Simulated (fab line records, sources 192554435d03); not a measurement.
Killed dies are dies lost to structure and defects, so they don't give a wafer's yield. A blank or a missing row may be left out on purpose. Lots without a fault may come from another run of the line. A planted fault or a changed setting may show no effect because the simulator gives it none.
fab line records | flow n5_finfet | part 2 of 2: steps 19 to 26 of 26
record lots=5 wafers=15 last_day=16
route steps=1938 shown SDB@354 DUMMY_REMOVAL@377
lots that met no fault: from a run of the same line without faults
start_h: hours from the record's first day to the start of the lot's first wafer shown | wait_h: hours since the lot's step before | " the same as in the row above | L1.1+2: a row that stands for several wafers | - no value, or no start given | * or withheld: withheld | < > ~ a bound
route shown NAME@n: a module of which the file shows steps, and the number in the route of the first | usual: mean/standard deviation of fault-free wafers | same: alike in all rows | chamber/n: place in a boat | sites: the reading at each site | _std_site: their standard deviation | _edge_site: outer sites' mean less inner sites' | radius_mm: how far each site lies from the wafer's centre | mask NAME#n: copy n | behind: the tool/chamber that last shaped the wafer | hold: why the lot was held/for how many hours/how that ended | device: the transistor (n, p or np) that didn't switch | end of line: the same wafers' tests at the end of the route | a step without rows: its recipe alone | killed: dies lost to structure and defects at the first sort, not the wafer's yield | map: a wafer's dies, x killed, . not, _ none there
set.NAME: the setting as run; set.NAME@STEP: as run at that earlier step | model.NAME: the simulator's own value behind a step, which no gauge read
lots at some steps of the route; a table a step, a row a wafer
services: from which hour (start_h, from the record's first day; less than 0 if before it) a tool's chamber was out of use, for how many hours, and why
## steps
# step N5_SDB_SRD_28
# recipe dry=ipa_marangoni time_s=30 temp_c=23 rinse_liquid=diw
# same time_s=30
# columns lot.wafer tool chamber start_h wait_h
L085.1+4+5 wet_bench-06 4,3,7 136.26 0.0
L086.1+5+6 wet_bench-05 5,6,3 144.55 0.0
L087.1+3+5 wet_bench-05 2,3,4 147.37 0.0
L088.3+4+6 wet_bench-05 2,5,3 151.67 0.0
L092.3+4+6 wet_bench-05 7,4,5 174.34 0.0
# step N5_SDB_ALD_29
# recipe material=SiNx target_thk_a=300 temp_c=400 ald_precursor_family=SiH2I2 ald_co_reactant=N2/H2-plasma pulse_time_s=1 ald_cycles=600 purge_time_s=2 co_reactant_purge_time_s=2 pressure_torr=2
# usual heater_power_w=829/71 precursor_pulse_height_rel=0.998/0.018
# same purge_time_s=2
# columns lot.wafer tool chamber start_h wait_h heater_power_w precursor_pulse_height_rel
L085.1 ald_sin-02 3 136.30 0.0 877 0.987
L085.4 " 0 " " 773 1.036
L085.5 " 3 137.66 1.4 863 1.029
L086.1 ald_sin-02 3 144.60 0.0 863 0.971
L086.5 " 2 145.95 1.4 884 1.012
L086.6 " 1 " " 791 0.991
L087.1 ald_sin-04 1 147.42 0.0 820 0.960
L087.3 " 3 " " 824 0.989
L087.5 " 1 148.77 1.4 838 1.008
L088.3 ald_sin-01 3 151.72 0.0 943 1.013
L088.4 " 2 " " 752 0.998
L088.6 " 2 153.07 1.4 729 1.011
L092.3 ald_sin-02 2 174.39 0.0 914 1.014
L092.4 " 1 " " 807 0.995
L092.6 " 3 175.74 1.4 868 0.990
# step N5_SDB_CMP_30
# recipe stop_on=poly-Si t_overpolish_s=1.54 post_cmp_clean=alkaline_brush down_force_psi=4.1491 platen_rpm=51.796 pad_velocity_m_s=1.0306 target_thk_nm=30
# usual motor_current_A=11.8/0.93 overpolish_run_s=1.541/0.009 slurry_filter_dp_kPa=13.51/0.13 time_to_endpoint_s=16.8/2.7
# columns lot.wafer tool chamber start_h wait_h motor_current_A overpolish_run_s slurry_filter_dp_kPa time_to_endpoint_s
L085.4 cmp-02 0 139.04 1.4 10.2 1.522 13.31 15.4
L085.1 " 1 " " 10.5 1.548 13.33 20.6
L085.5 " 0 " " 10.7 1.548 13.49 16.7
L086.1 cmp-01 0 147.44 1.5 11.2 1.536 13.49 13.5
L086.5 " 1 " " 11.7 1.554 13.51 15.2
L086.6 " 2 " " 11.3 1.539 13.34 17.9
L087.1 cmp-01 2 150.21 1.4 11.3 1.531 13.61 17.9
L087.3 " 3 " " 12.3 1.540 13.54 15.3
L087.5 " 1 " " 11.0 1.535 13.27 16.7
L088.3 cmp-01 3 154.46 1.4 12.6 1.539 13.81 16.4
L088.4 " 0 " " 10.9 1.531 13.30 16.6
L088.6 " 0 " " 11.2 1.556 13.53 17.1
L092.4 cmp-02 0 177.13 1.4 10.8 1.536 13.54 11.8
L092.3 " 2 " " 11.6 1.529 13.51 19.5
L092.6 " 0 " " 10.7 1.541 13.69 12.5
# step N5_SDB_THK_MEAS_31
# recipe reads=a-Si_of_DUMMY_GATE_CVD_03
# usual SDB_THK=64.6/1.2
# columns lot.wafer tool chamber start_h wait_h SDB_THK[nm]
L085.1 film_metro-02 - 139.33 - 63.2
L085.4 " - " " 66.8
L085.5 " - " " 65.1
L086.1 film_metro-01 - 147.63 - 65.3
L086.5 " - " " 67.2
L086.6 " - " " 64.4
L087.1 film_metro-01 - 150.46 - 63.9
L087.3 " - " " 64.7
L087.5 " - " " 64.5
L088.3 film_metro-02 - 154.75 - 63.2
L088.4 " - " " 65.1
L088.6 " - " " 64.4
L092.3 film_metro-01 - 177.42 - 64.3
L092.4 " - " " 63.4
L092.6 " - " " 64.3
# step N5_SDB_INSPECT_36
# recipe inspect_instrument=darkfield mode=post_cmp
# usual raw_defect_count=39/17
# columns lot.wafer tool chamber start_h wait_h raw_defect_count
L085.1 defect_inspect-01 - 139.36 0.0 30
L085.4 " - " " 22
L085.5 " - " " 15
L086.1 defect_inspect-02 - 147.65 0.0 44
L086.5 " - " " 89
L086.6 " - " " 83
L087.1 defect_inspect-02 - 150.49 0.0 40
L087.3 " - " " 50
L087.5 " - " " 23
L088.3 defect_inspect-01 - 154.78 0.0 45
L088.4 " - " " 34
L088.6 " - " " 48
L092.3 defect_inspect-01 - 177.45 0.0 63
L092.4 " - " " 39
L092.6 " - " " 36
# step N5_DUMMY_REMOVAL_HM_STRIP_01
# recipe chemistry=CH3F/O2 material=SiNx target_depth_a=40 stop_on=poly-Si time_s=6.8 over_etch_frac=0.3 ion_energy_ev=60 power_w=410 bias_w=29 Ar_flow_sccm=150 CH3F_flow_sccm=30 O2_flow_sccm=20
# usual CH3F_flow_sccm=30.00/0.08 bias_w=28.98/0.088 drypump_motor_current_A=5.6/0.5 oes_product_au=0.62/0.057 rf_vpp_V=127.6/1.1 showerhead_plenum_p_Torr=2.02/0.087 throttle_valve_pct=16.41/0.26
# same time_s=6.8
# columns lot.wafer tool chamber start_h wait_h CH3F_flow_sccm bias_w drypump_motor_current_A oes_product_au rf_hours_counter_h rf_vpp_V showerhead_plenum_p_Torr throttle_valve_pct
L085.1 rie_diel-05 1 139.39 0.0 29.98 28.85 5.7 0.73 34 126.3 2.03 16.19
L085.4 " 1 " " 30.06 28.67 5.7 0.72 - 128.2 2.03 16.18
L085.5 " 2 " " 29.94 29.05 5.0 0.61 - 127.3 2.08 16.77
L086.1 rie_diel-02 0 147.82 0.2 30.05 28.90 5.2 0.61 144 129.0 2.07 16.61
L086.5 " 0 " " 29.99 28.97 5.2 0.61 - 127.6 2.07 16.63
L086.6 " 1 " " 30.04 28.97 5.6 0.57 - 126.6 1.87 16.75
L087.1 rie_diel-05 2 150.52 0.0 29.89 29.11 5.0 0.59 183 128.4 2.08 16.77
L087.3 " 1 " " 29.89 29.06 5.7 0.71 39 127.5 2.02 16.20
L087.5 " 3 " " 30.01 28.95 5.6 0.61 - 126.5 2.09 16.16
L088.3 rie_diel-02 0 154.83 0.0 30.03 28.95 5.1 0.61 147 127.9 2.07 16.65
L088.4 " 1 " " 29.97 28.96 5.6 0.57 - 125.7 1.87 16.76
L088.6 " 3 " " 29.93 28.90 5.5 0.61 - 129.2 2.08 16.51
L092.3 rie_diel-02 3 177.63 0.2 30.03 28.99 5.5 0.61 152 128.6 2.08 16.52
L092.4 " 3 " " 29.98 28.96 5.5 0.61 - 128.6 2.08 16.51
L092.6 " 0 " " 29.92 28.97 5.2 0.61 - 129.4 2.07 16.67
# step N5_DUMMY_REMOVAL_STRIP_10
# recipe chemistry=N2/H2 time_s=40 power_w=100 temp_c=40 pressure_mtorr=100 rf_frequency_hz=6e+07 bias_power_w=3 n2_flow_sccm=300 h2_flow_sccm=300
# usual drypump_motor_current_A=5.6/0.5 oes_product_au=0.77/0.076 rf_vpp_V=45.3/0.87 showerhead_plenum_p_Torr=3.42/0.14 throttle_valve_pct=12.3/0.31
# same time_s=40
# columns lot.wafer tool chamber start_h wait_h drypump_motor_current_A oes_product_au rf_hours_counter_h rf_vpp_V showerhead_plenum_p_Torr throttle_valve_pct
L085.1 rie_diel-05 1 139.43 0.0 5.7 0.89 34 45.1 3.43 12.1
L085.4 " 1 " " 5.7 0.89 - 45.9 3.43 12.1
L085.5 " 2 " " 5.0 0.73 - 46.6 3.52 12.8
L086.1 rie_diel-02 0 147.87 0.0 5.2 0.75 144 47.0 3.50 12.5
L086.5 " 0 " " 5.2 0.75 - 45.8 3.50 12.4
L086.6 " 1 " " 5.6 0.69 - 44.7 3.21 12.9
L087.1 rie_diel-05 2 150.56 0.0 5.0 0.72 183 46.9 3.52 12.8
L087.3 " 1 " " 5.7 0.90 39 44.6 3.43 12.1
L087.5 " 3 " " 5.6 0.75 - 46.8 3.53 12.1
L088.3 rie_diel-02 0 154.86 0.0 5.2 0.75 147 45.1 3.50 12.4
L088.4 " 1 " " 5.7 0.69 - 44.8 3.20 12.9
L088.6 " 3 " " 5.5 0.76 - 46.1 3.51 12.4
L092.3 rie_diel-02 3 177.67 0.0 5.5 0.75 152 45.1 3.51 12.4
L092.4 " 3 " " 5.5 0.74 - 45.6 3.51 12.4
L092.6 " 0 " " 5.2 0.74 - 45.5 3.49 12.5
# step N5_DUMMY_REMOVAL_PRECLEAN_07
# recipe chemistry=dHF time_s=30 temp_c=25 dilution=withheld
# same time_s=30
# columns lot.wafer tool chamber start_h wait_h
L085.1+4+5 wet_bench-02 6,1,3 139.52 0.1
L086.1+5+6 wet_bench-02 6,3,2 148.00 0.1
L087.1+3+5 wet_bench-01 7,5,6 150.65 0.1
L088.3+4+6 wet_bench-04 1,7,0 154.95 0.1
L092.3+4+6 wet_bench-04 2,3,0 177.76 0.1
## services
# columns tool chamber start_h hours kind
rie_diel-01 0 112.49 8.4 repair
rie_diel-02 1 113.58 17.4 repair
wet_bench-02 - 114.59 4.4 pm
rie_diel-05 1 115.02 3.4 repair
rie_diel-02 2 118.32 7.8 repair
cmp-01 - 122.54 4.0 pm
rie_si-01 2 127.83 8.9 repair
rie_diel-02 2 131.09 - clean
rie_diel-02 2 131.09 - consumable_replace:focus_ring
rie_diel-02 2 131.09 - consumable_replace:showerhead
rie_diel-02 2 131.09 30.9 scheduled_down
rie_diel-02 2 131.09 30.9 vent_cycle
rie_diel-02 3 144.57 4.2 repair
plasma_asher-01 - 145.89 2.8 pm
rie_si-02 2 148.44 4.2 repair
rie_diel-03 - 150.21 4.3 pm
ald_sin-04 2 153.16 4.9 repair
rie_diel-02 - 154.97 0.8 repair
rie_diel-05 0 160.21 8.9 repair
rie_diel-04 1 161.52 5.3 repair
ald_sin-04 2 164.78 9.2 repair
rie_diel-02 1 171.41 - clean
rie_diel-02 1 171.41 - consumable_replace:focus_ring
ald_sin-02 - 177.10 14.0 pm
